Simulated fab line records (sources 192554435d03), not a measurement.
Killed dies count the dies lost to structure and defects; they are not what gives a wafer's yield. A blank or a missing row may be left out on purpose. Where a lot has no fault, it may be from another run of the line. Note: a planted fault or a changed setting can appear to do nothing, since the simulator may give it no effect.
A single fault, viewed from 3 desks -- flow n5 finfet -- what lay behind the numbers comes last; until then each desk has only its own

== FROM THE METROLOGY DESK ==
What the gauges read for every lot (on any tool): the sampled wafers with a number, averaged. If a lot's mean is further than 4 standard deviations from the usual mean, the lot is out of limits and carries the mark OUT (the distance appears in the brackets). Of its 10 readings 7 are shown: those that lie furthest out on some lot.
Columns: A = DIBL_N at N5_BEOL_M4_RC_MEAS_101, usual 37.2 mV/V; B = DIBL_P at N5_BEOL_M4_RC_MEAS_101, usual 37.5 mV/V; C = IOFF_P at N5_BEOL_M4_RC_MEAS_101, usual 0.24 nA/um; D = ION_N at N5_BEOL_M4_RC_MEAS_101, usual 681 uA/um; E = ION_P at N5_BEOL_M4_RC_MEAS_101, usual 469 uA/um; F = SS_P at N5_BEOL_M4_RC_MEAS_101, usual 73.6 mV/dec; G = VT_P at N5_BEOL_M4_RC_MEAS_101, usual -248 mV
lot,first seen here,A,B,C,D,E,F,G
L135,day 7 19:19,36.5,35.0,0.25,677,469,73.1,-245
L136,day 7 23:09,35.3,34.7,0.20,667,460,73.2,-250
L138,day 8 15:36,38.5,39.6,0.23,685,464,73.3,-252
L140,day 9 13:37,36.9,37.0,0.30,686,480,74.2,-243
L143,day 9 19:54,35.6,35.3,0.21,670,465,73.1,-249
L147,day 10 22:28,38.4,38.8,0.24,681,465,73.8,-248
L149,day 11 14:37,37.1,36.8,0.24,671,464,74.0,-249
L150,day 11 22:26,37.4,37.7,0.25,683,475,73.1,-246
L153,day 12 23:43,36.9,38.0,0.20,679,458,73.4,-253
This desk's verdict: no lot among the 9 shows anything out of limits.

== AT THE TOOL OWNER'S DESK: cvd co-02 ==
Per lot that ran on this tool, the mean of the sampled wafers carrying a number, from the tool's own readings at N5_BEOL_M3_PRE_CLEAN_60 (time 15 s). If a lot's mean is further than 4 standard deviations from the usual mean, the lot is out of limits and carries the mark OUT (the distance appears in the brackets).
Columns: A = heater power w at N5_BEOL_M3_PRE_CLEAN_60, usual 88 W
lot,first seen here,A
L136,day 7 12:14,96
L138,day 8 04:07,91
L143,day 9 09:39,91
L147,day 10 12:15,97
L150,day 11 03:20,96
This desk's verdict: no lot among the 5 shows anything out of limits.

== THE DEFECT DESK ==
Counts from the inspections along the route, per lot, as means over the sampled wafers that have a number. If a lot's mean is further than 4 standard deviations from the usual mean, the lot is out of limits and carries the mark OUT (the distance appears in the brackets).
Columns: A = raw defect count at N5_BEOL_M3_INSPECT_59, usual 69; B = raw defect count at N5_BEOL_M4_INSPECT_13, usual 381; C = raw defect count at N5_BEOL_M4_INSPECT_30, usual 381
lot,first seen here,A,B,C
L135,day 7 09:08,73,336,342
L136,day 7 12:29,79,454,462
L138,day 8 04:22,104,499,471
L140,day 8 23:18,60,382,357
L143,day 9 09:54,66,325,340
L147,day 10 12:30,308 (+11) OUT,545,550
L149,day 10 20:23,47,430,405
L150,day 11 03:36,360 (+14) OUT,615,623
L153,day 12 14:40,43,262,248
This desk finds L147, L150 out of limits, L147 being first, at day 10 12:30 (raw defect count at N5_BEOL_M3_INSPECT_59). In limits: L135, L136, L138, L140, L143, L149, L153.

== ALL TOGETHER ==
The defect desk could have raised an alarm at day 10 12:30, on L147, L150.
Metrology desk: nothing out of limits seen.
Nothing out of limits was seen by the tool owner's desk.
The metrology desk has L147, L150 on record, within its limits.
The tool owner's desk has L147, L150 on record, within its limits.
Every lot named ran N5_BEOL_M3_PRE_CLEAN_60 on cvd co-02.

== WHAT WAS PUT IN BY THE SIMULATOR ==
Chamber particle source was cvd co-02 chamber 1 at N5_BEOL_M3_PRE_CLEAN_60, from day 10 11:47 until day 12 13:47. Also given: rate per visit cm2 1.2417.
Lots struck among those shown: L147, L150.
Hours from the fault's start to each desk's first reading out of limits: the defect desk, 1.
